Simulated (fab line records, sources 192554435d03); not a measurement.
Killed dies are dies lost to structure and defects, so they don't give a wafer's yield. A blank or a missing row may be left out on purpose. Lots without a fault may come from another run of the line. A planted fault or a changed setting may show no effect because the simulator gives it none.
fab line records | flow n5_finfet
record lots=6 wafers=18 last_day=16
route steps=1938 shown SD_EPI_P@298 BEOL_M4@1111
lots that met no fault: from a run of the same line without faults
start_h: hours from the record's first day to the start of the lot's first wafer shown | wait_h: hours since the lot's step before | " the same as in the row above | L1.1+2: a row that stands for several wafers | - no value, or no start given | * or withheld: withheld | < > ~ a bound
route shown NAME@n: a module of which the file shows steps, and the number in the route of the first | usual: mean/standard deviation of fault-free wafers | same: alike in all rows | chamber/n: place in a boat | sites: the reading at each site | _std_site: their standard deviation | _edge_site: outer sites' mean less inner sites' | radius_mm: how far each site lies from the wafer's centre | mask NAME#n: copy n | behind: the tool/chamber that last shaped the wafer | hold: why the lot was held/for how many hours/how that ended | device: the transistor (n, p or np) that didn't switch | end of line: the same wafers' tests at the end of the route | a step without rows: its recipe alone | killed: dies lost to structure and defects at the first sort, not the wafer's yield | map: a wafer's dies, x killed, . not, _ none there
set.NAME: the setting as run; set.NAME@STEP: as run at that earlier step | model.NAME: the simulator's own value behind a step, which no gauge read
lots at some steps of the route; a table a step, a row a wafer
services: from which hour (start_h, from the record's first day; less than 0 if before it) a tool's chamber was out of use, for how many hours, and why
## steps
# step N5_SD_EPI_P_EBR_05
# recipe solvent=PGMEA ebr_width_mm=1.5
# step N5_SD_EPI_P_SOFTBAKE_04
# recipe temp_c=110 time_s=60 resist=CAR-ArF-block
# step N5_SD_EPI_P_EXPOSE_06
# recipe mask_id=SD_P_BLK na=1.35 source_shape=conventional sigma_outer=0.8 polarization=unpolarized target_cd_nm=240 dose_mj=39.5
# step N5_SD_EPI_P_PEB_07
# recipe peb_temp_c=110 peb_time_s=60 resist=CAR-ArF-block
# step N5_SD_EPI_P_DEVELOP_08
# recipe develop_time_s=30 developer=TMAH resist=CAR-ArF-block dev_temp_c=23 rinse_liquid=diw dry=air_spin
# step N5_SD_EPI_P_CD_MEAS_09
# recipe target_cd_nm=240 landing_energy_ev=500 detector=se_inlens
# usual cd_nm=240.1/0.68
# columns lot.wafer tool chamber start_h wait_h cd_nm
L144.1 cd_sem-02 0 58.72 - 240.2
L144.5 " 0 " " 240.3
L144.6 " 0 " " 240.4
L150.1 cd_sem-02 0 90.33 - 240.9
L150.2 " 0 " " 240.2
L150.6 " 0 " " 240.5
L156.2 cd_sem-01 0 130.70 - 240.3
L156.3 " 0 " " 240.1
L156.4 " 0 " " 240.7
L158.1 cd_sem-03 0 141.57 - 240.1
L158.3 " 0 " " 240.7
L158.4 " 0 " " 240.2
L162.1 cd_sem-01 0 166.27 - 239.1
L162.3 " 0 " " 240.3
L162.6 " 0 " " 239.4
L163.2 cd_sem-02 0 170.22 - 239.3
L163.3 " 0 " " 239.2
L163.4 " 0 " " 239.8
# step N5_SD_EPI_P_OVL_MEAS_10
# recipe points_per_wafer=44
# usual SD_P_BLK_OVL=-0.1/0.71
# columns lot.wafer tool chamber start_h wait_h SD_P_BLK_OVL[nm]
L144.1 overlay-02 0 58.75 0.0 -0.8
L144.5 " 0 " " -0.3
L144.6 " 0 " " 0.3
L150.1 overlay-01 0 90.36 0.0 0.5
L150.2 " 0 " " 1.2
L150.6 " 0 " " 1.4
L156.2 overlay-02 0 130.73 0.0 0.2
L156.3 " 0 " " 1.0
L156.4 " 0 " " 0.6
L158.1 overlay-01 0 141.60 0.0 0.0
L158.3 " 0 " " 0.8
L158.4 " 0 " " 0.3
L162.1 overlay-01 0 166.30 0.0 -0.2
L162.3 " 0 " " -0.8
L162.6 " 0 " " -0.4
L163.2 overlay-01 0 170.25 0.0 1.0
L163.3 " 0 " " 1.8
L163.4 " 0 " " 1.7
# step N5_SD_EPI_P_INSPECT_11
# recipe mode=adi inspect_instrument=macro
# usual raw_defect_count=2.0/1.4
# columns lot.wafer tool chamber start_h wait_h raw_defect_count
L144.1 defect_inspect-01 - 58.77 0.0 3
L144.5 " - " " 2
L144.6 " - " " 1
L150.1 defect_inspect-02 - 90.38 0.0 3
L150.2 " - " " 3
L150.6 " - " " 1
L156.2 defect_inspect-01 - 130.76 0.0 3
L156.3 " - " " 4
L156.4 " - " " 2
L158.1 defect_inspect-01 - 141.62 0.0 2
L158.3 " - " " 4
L158.4 " - " " 4
L162.1 defect_inspect-02 - 166.32 0.0 0
L162.3 " - " " 0
L162.6 " - " " 4
L163.2 defect_inspect-01 - 170.27 0.0 4
L163.3 " - " " 1
L163.4 " - " " 0
# step N5_SD_EPI_P_DESCUM_14
# recipe chemistry=O2 time_s=7.9 source_power_w=50 bias_power_w=20 pressure_mtorr=20 rf_frequency_hz=2.712e+07 temp_c=40 resist=CAR-ArF-block o2_flow_sccm=225
# usual drypump_motor_current_A=5.8/0.52 oes_product_au=0.83/0.093 rf_fwd_power_W=49.46/0.21 rf_vpp_V=243.7/1.4 showerhead_plenum_p_Torr=2.13/0.064 throttle_valve_pct=20.33/0.23
# columns lot.wafer tool chamber start_h wait_h drypump_motor_current_A oes_product_au rf_fwd_power_W rf_hours_counter_h rf_vpp_V showerhead_plenum_p_Torr throttle_valve_pct
L144.1 rie_diel-03 0 58.81 0.0 5.7 0.69 49.46 240 240.4 2.07 20.26
L144.5 " 1 " " 6.6 0.76 49.41 - 243.2 2.17 20.40
L144.6 " 0 " " 5.7 0.69 49.60 - 243.3 2.07 20.26
L150.1 rie_diel-02 1 90.42 0.0 5.8 0.71 49.67 212 243.7 2.07 20.79
L150.2 " 0 " " 6.1 0.78 49.36 118 244.1 2.19 20.00
L150.6 " 0 " " 6.1 0.78 49.18 - 245.6 2.19 19.98
L156.2 rie_diel-03 2 130.95 0.2 6.4 0.90 49.22 24 243.8 2.22 20.19
L156.3 " 1 " " 6.6 0.74 49.60 185 243.0 2.16 20.43
L156.4 " 0 " " 5.6 0.98 49.38 3 241.6 2.06 19.90
L158.1 rie_diel-03 2 141.92 0.3 6.4 0.90 49.05 27 245.1 2.22 20.19
L158.3 " 3 " " 5.7 0.92 49.57 15 243.9 2.14 20.30
L158.4 " 1 " " 6.6 0.73 49.62 188 243.2 2.16 20.45
L162.1 rie_diel-01 1 166.36 0.0 5.7 0.79 49.70 132 243.0 2.10 20.36
L162.3 " 3 " " 5.5 0.91 48.94 31 243.0 2.14 20.36
L162.6 " 3 " " 5.5 0.90 48.84 - 242.4 2.14 20.33
L163.2 rie_diel-02 2 170.31 0.0 5.0 0.81 49.66 84 243.1 2.03 20.43
L163.3 " 3 " " 4.9 0.69 49.30 232 244.4 2.15 20.55
L163.4 " 0 " " 6.1 0.76 49.33 141 245.4 2.18 20.02
# step N5_SD_EPI_P_ETCH_36
# recipe chemistry=CF4 target=SiARC target_depth_a=455 mask_material=CAR-ArF-block time_s=75.8 ion_energy_ev=80 pressure_mtorr=40 source_w=545 bias_w=36 Ar_flow_sccm=100 cf4_flow_sccm=100 ends=cleared
# usual drypump_motor_current_A=5.8/0.52 etch_rf_on_time_s=75.3/1.3 oes_product_au=0.71/0.081 rf_fwd_power_W=540.0/2.3 rf_vpp_V=184.4/1 showerhead_plenum_p_Torr=2.18/0.063 throttle_valve_pct=15.50/0.25
# columns lot.wafer tool chamber start_h wait_h drypump_motor_current_A etch_rf_on_time_s oes_product_au rf_fwd_power_W rf_hours_counter_h rf_vpp_V showerhead_plenum_p_Torr throttle_valve_pct
L144.1 rie_diel-03 0 58.84 0.0 5.7 76.8 0.58 541.0 240 182.7 2.11 15.48
L144.5 " 1 " " 6.6 75.5 0.65 538.6 - 185.4 2.22 15.61
L144.6 " 0 " " 5.7 78.1 0.58 538.4 - 183.0 2.11 15.47
L150.1 rie_diel-02 1 90.45 0.0 5.8 75.0 0.61 540.2 212 184.5 2.12 16.02
L150.2 " 0 " " 6.1 74.8 0.68 539.7 118 185.2 2.23 15.20
L150.6 " 0 " " 6.1 75.2 0.67 538.7 - 185.6 2.23 15.19
L156.2 rie_diel-03 2 130.98 0.0 6.4 75.6 0.76 538.3 24 186.2 2.27 15.37
L156.3 " 1 " " 6.6 77.3 0.63 538.9 185 185.1 2.21 15.67
L156.4 " 0 " " 5.7 76.8 0.84 543.8 3 183.5 2.10 14.99
L158.1 rie_diel-03 2 141.95 0.0 6.4 75.3 0.78 538.9 27 185.2 2.27 15.38
L158.3 " 3 " " 5.7 73.0 0.81 540.9 15 184.7 2.18 15.38
L158.4 " 1 " " 6.6 76.6 0.63 537.5 188 185.5 2.21 15.65
L162.1 rie_diel-01 1 166.39 0.0 5.7 75.1 0.67 542.7 132 184.0 2.15 15.55
L162.3 " 3 " " 5.5 76.7 0.77 538.5 31 184.8 2.19 15.49
L162.6 " 3 " " 5.5 76.1 0.76 537.2 - 184.9 2.19 15.47
L163.2 rie_diel-02 2 170.34 0.0 5.1 74.7 0.69 538.0 84 183.3 2.08 15.59
L163.3 " 3 " " 4.9 76.9 0.59 539.0 232 185.3 2.20 15.86
L163.4 " 0 " " 6.1 74.9 0.65 538.4 141 184.7 2.22 15.24
# step N5_SD_EPI_P_ETCH_37
# recipe chemistry=N2/H2 target=SOC overetch_a=1080 mask_material=SiARC temp_c=40 ion_energy_ev=100 source_w=3000 bias_w=133 pressure_mtorr=20 time_s=486 n2_flow_sccm=200 h2_flow_sccm=200 ends=end_point
# usual drypump_motor_current_A=5.8/0.52 oes_product_au=0.74/0.081 rf_fwd_power_W=2997/9.2 rf_vpp_V=241.2/1.4 showerhead_plenum_p_Torr=2.59/0.081 throttle_valve_pct=23.66/0.21
# columns lot.wafer tool chamber start_h wait_h drypump_motor_current_A oes_product_au rf_fwd_power_W rf_hours_counter_h rf_vpp_V showerhead_plenum_p_Torr throttle_valve_pct
L144.1 rie_diel-03 0 58.90 0.0 5.6 0.62 2999 241 241.2 2.51 23.54
L144.5 " 1 " " 6.6 0.69 2981 - 241.2 2.64 23.70
L144.6 " 0 " " 5.6 0.62 3011 - 239.1 2.51 23.56
L150.1 rie_diel-02 1 90.51 0.0 5.8 0.63 2993 212 239.2 2.51 24.07
L150.2 " 0 " " 6.1 0.71 2999 118 242.0 2.67 23.63
L150.6 " 0 " " 6.1 0.70 2996 - 242.2 2.67 23.61
L156.2 rie_diel-03 2 131.04 0.0 6.4 0.80 3003 24 243.1 2.72 23.64
L156.3 " 1 " " 6.6 0.66 3002 185 241.7 2.63 23.73
L156.4 " 0 " " 5.7 0.88 2996 4 240.4 2.50 23.21
L158.1 rie_diel-03 2 142.01 0.0 6.4 0.80 2992 27 240.5 2.72 23.66
L158.3 " 3 " " 5.7 0.83 2982 15 241.6 2.59 23.66
L158.4 " 1 " " 6.6 0.66 2982 188 242.1 2.63 23.72
L162.1 rie_diel-01 1 166.45 0.0 5.6 0.70 3002 132 241.3 2.55 23.73
L162.3 " 3 " " 5.5 0.81 3005 32 241.1 2.58 23.63
L162.6 " 3 " " 5.5 0.80 2995 - 242.0 2.59 23.64
L163.2 rie_diel-02 2 170.40 0.0 5.1 0.73 2994 84 240.8 2.46 23.80
L163.3 " 3 " " 4.9 0.63 2985 232 240.2 2.61 23.67
L163.4 " 0 " " 6.1 0.68 2996 141 243.2 2.66 23.63
# step N5_SD_EPI_P_STRIP_38
# recipe chemistry=N2/H2 temp_c=40 n2_flow_sccm=200 h2_flow_sccm=200 rf_frequency_hz=6e+07
# step N5_SD_EPI_P_ETCHBACK_46
# recipe chemistry=CH3F/O2 mode=anisotropic_etchback target=SiNx target_depth_a=175 stop_on=SiO2 over_etch_frac=0.3 ion_energy_ev=120 pressure_mtorr=30 source_w=395 bias_w=73 Ar_flow_sccm=150 CH3F_flow_sccm=30 O2_flow_sccm=20
# usual drypump_motor_current_A=5.8/0.52 oes_product_au=0.71/0.076 over_etch_frac=0.3/0 rf_fwd_power_W=393.6/1.4 rf_vpp_V=298.5/2.2 showerhead_plenum_p_Torr=2.04/0.061 throttle_valve_pct=16.25/0.25
# columns lot.wafer tool chamber start_h wait_h drypump_motor_current_A oes_product_au over_etch_frac rf_fwd_power_W rf_hours_counter_h rf_vpp_V showerhead_plenum_p_Torr throttle_valve_pct
L144.1 rie_diel-03 0 59.22 0.0 5.7 0.59 0.3 395.2 241 301.5 1.98 16.21
L144.5 " 1 " " 6.6 0.65 0.3 395.5 - 298.1 2.08 16.36
L144.6 " 0 " " 5.6 0.60 0.3 390.7 - 301.3 1.98 16.23
L150.1 rie_diel-02 1 90.83 0.0 5.8 0.60 0.3 393.6 213 297.4 1.98 16.78
L150.2 " 0 " " 6.1 0.67 0.3 391.6 118 297.9 2.09 15.93
L150.6 " 0 " " 6.1 0.67 0.3 391.5 - 298.4 2.09 15.92
L156.2 rie_diel-03 2 131.36 0.0 6.4 0.76 0.3 395.5 24 295.4 2.13 16.10
L156.3 " 1 " " 6.6 0.63 0.30952 393.9 185 297.6 2.07 16.41
L156.4 " 0 " " 5.7 0.84 0.3 393.8 4 299.7 1.97 15.81
L158.1 rie_diel-03 2 142.33 0.0 6.4 0.77 0.3 393.5 27 294.5 2.13 16.11
L158.3 " 3 " " 5.7 0.79 0.3 396.4 15 299.0 2.04 16.15
L158.4 " 1 " " 6.6 0.63 0.30952 394.7 189 297.3 2.07 16.42
L162.1 rie_diel-01 1 166.77 0.0 5.7 0.67 0.3 392.4 132 298.6 2.01 16.26
L162.3 " 3 " " 5.5 0.77 0.3 390.8 32 302.4 2.04 16.22
L162.6 " 3 " " 5.6 0.77 0.3 389.6 - 304.2 2.04 16.22
L163.2 rie_diel-02 2 170.72 0.0 5.1 0.69 0.3 393.0 84 296.1 1.94 16.37
L163.3 " 3 " " 4.9 0.59 0.3 392.4 232 299.5 2.05 16.56
L163.4 " 0 " " 6.1 0.66 0.3 393.7 141 297.3 2.08 15.98
# step N5_SD_EPI_P_ETCH_47
# recipe chemistry=CH3F/O2 target=SiOCN target_depth_a=250 mask_material=SOC ion_energy_ev=60 bias_w=29 pressure_mtorr=30 source_w=410 Ar_flow_sccm=150 CH3F_flow_sccm=30 O2_flow_sccm=20
# usual drypump_motor_current_A=5.8/0.51 oes_product_au=0.83/0.094 rf_fwd_power_W=408.5/1.3 rf_vpp_V=127.9/1 showerhead_plenum_p_Torr=2.04/0.061 throttle_valve_pct=16.22/0.25
# columns lot.wafer tool chamber start_h wait_h drypump_motor_current_A oes_product_au rf_fwd_power_W rf_hours_counter_h rf_vpp_V showerhead_plenum_p_Torr throttle_valve_pct
L144.1 rie_diel-03 0 59.32 0.1 5.6 0.69 408.2 241 128.7 1.98 16.21
L144.5 " 1 " " 6.6 0.76 409.3 - 127.6 2.08 16.32
L144.6 " 0 " " 5.7 0.69 409.9 - 129.8 1.98 16.20
L150.1 rie_diel-02 1 90.93 0.1 5.8 0.70 408.5 213 126.4 1.98 16.77
L150.2 " 0 " " 6.1 0.78 409.0 118 128.6 2.09 15.90
L150.6 " 0 " " 6.1 0.78 408.8 - 128.0 2.09 15.91
L156.2 rie_diel-03 2 131.46 0.1 6.3 0.91 408.4 24 127.7 2.13 16.09
L156.3 " 1 " " 6.6 0.73 406.7 185 128.4 2.07 16.38
L156.4 " 0 " " 5.6 1.00 405.4 4 129.0 1.97 15.76
L158.1 rie_diel-03 2 142.43 0.1 6.4 0.90 406.9 28 125.7 2.13 16.11
L158.3 " 3 " " 5.7 0.94 410.7 15 128.5 2.04 16.11
L158.4 " 1 " " 6.6 0.72 406.1 189 127.5 2.07 16.39
L162.1 rie_diel-01 1 166.87 0.1 5.7 0.79 409.7 132 128.0 2.01 16.24
L162.3 " 3 " " 5.5 0.90 407.2 32 127.4 2.04 16.20
L162.6 " 3 " " 5.5 0.89 408.2 - 128.7 2.04 16.17
L163.2 rie_diel-02 2 170.82 0.1 5.1 0.81 409.4 84 127.4 1.94 16.34
L163.3 " 3 " " 4.9 0.69 408.2 232 128.6 2.05 16.53
L163.4 " 0 " " 6.1 0.77 406.9 141 127.7 2.08 15.96
# step N5_BEOL_M4_RC_MEAS_101
# usual DIBL_N=36.3/1.4 DIBL_P=36.2/1.5 IOFF_N=0.160/0.021 IOFF_P=0.211/0.027 ION_N=676/7.7 ION_P=463/5.5 SS_N=71.4/0.57 SS_P=73.3/0.58 VT_N=249.3/2.5 VT_P=-250.1/2.6
# columns lot.wafer tool chamber start_h wait_h DIBL_N[mV/V] DIBL_P[mV/V] IOFF_N[nA/um] IOFF_P[nA/um] ION_N[uA/um] ION_P[uA/um] SS_N[mV/dec] SS_P[mV/dec] VT_N[mV] VT_P[mV]
L144.1 prober-01 0 162.84 0.0 37.1 37.7 0.187 0.224 686 463 72.2 74.4 246.9 -249.4
L144.5 " 0 " " 35.0 35.0 0.148 0.181 678 459 71.2 72.5 250.4 -254.1
L144.6 " 0 " " 35.6 35.7 0.160 0.191 677 462 71.8 72.8 250.4 -252.0
L150.1 prober-01 0 204.77 0.0 37.8 36.9 0.139 0.218 661 465 71.1 73.7 253.0 -249.2
L150.2 " 0 " " 36.9 35.6 0.127 0.201 669 456 71.6 72.7 254.3 -251.7
L150.6 " 0 " " 38.3 36.7 0.145 0.214 666 457 71.7 72.5 251.2 -251.0
L156.2 prober-02 0 246.48 0.2 38.0 38.1 0.180 0.211 676 457 72.7 74.4 248.9 -254.4
L156.3 " 0 " " 35.2 35.3 0.134 0.168 681 459 71.3 73.3 253.5 -254.0
L156.4 " 0 " " 37.7 38.0 0.182 0.196 674 452 72.8 74.0 251.3 -253.5
L158.1 prober-01 0 249.80 0.0 35.4 35.0 0.166 0.224 673 467 71.1 73.1 247.3 -246.8
L158.3 " 0 " " 36.9 36.7 0.200 0.249 691 475 71.4 74.5 244.5 -247.0
L158.4 " 0 " " 37.2 36.1 0.185 0.244 686 470 72.3 74.2 243.0 -244.7
L163.2 prober-02 0 276.27 0.2 34.5 33.4 0.134 0.177 673 460 70.6 72.8 250.8 -250.7
L163.3 " 0 " " 36.4 35.8 0.172 0.203 685 461 71.2 73.6 247.1 -255.4
L163.4 " 0 " " 35.2 34.1 0.147 0.186 675 460 71.2 72.7 248.0 -252.7
L162.1 prober-02 0 283.45 0.0 36.4 35.3 0.161 0.211 683 469 70.4 72.6 246.2 -251.2
L162.3 " 0 " " 37.1 35.9 0.173 0.216 679 462 71.5 73.4 247.0 -248.9
L162.6 " 0 " " 36.0 35.6 0.173 0.221 689 472 71.1 73.3 244.2 -249.5
## services
# columns tool chamber start_h hours kind
rie_diel-03 2 73.19 12.5 repair
rie_diel-03 3 85.72 - clean
rie_diel-03 3 85.72 - consumable_replace:focus_ring
rie_diel-03 3 85.72 16.5 scheduled_down
rie_diel-03 3 85.72 16.5 vent_cycle
rie_diel-02 3 88.48 5.4 repair
rie_diel-03 0 102.26 - clean
rie_diel-03 0 102.26 - consumable_replace:focus_ring
rie_diel-03 0 102.26 15.1 scheduled_down
rie_diel-03 0 102.26 15.1 vent_cycle
rie_diel-01 3 135.89 14.2 repair
rie_diel-02 0 141.71 3.3 repair
rie_diel-03 3 151.46 4.3 repair
rie_diel-03 2 170.31 8.0 repair
## key
first_sign step=N5_SD_EPI_P_ETCHBACK_46 reading=over_etch_frac direction=up sigmas=99+ usual=0.3 struck=0.30952
effect none on later readings
met_at N5_SD_EPI_P_ETCHBACK_46
struck_wafers L156.3,L158.4
onset_between 59.22 131.36
fault kind=process_parameter_drift tool=rie_diel-03 chamber=1 onset_h=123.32 steps=N5_SD_EPI_P_ETCHBACK_46 channel=over_etch_frac offset=0.0095241 shape=step end_h=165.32 acts_in=these_recipes_only stated=0.3
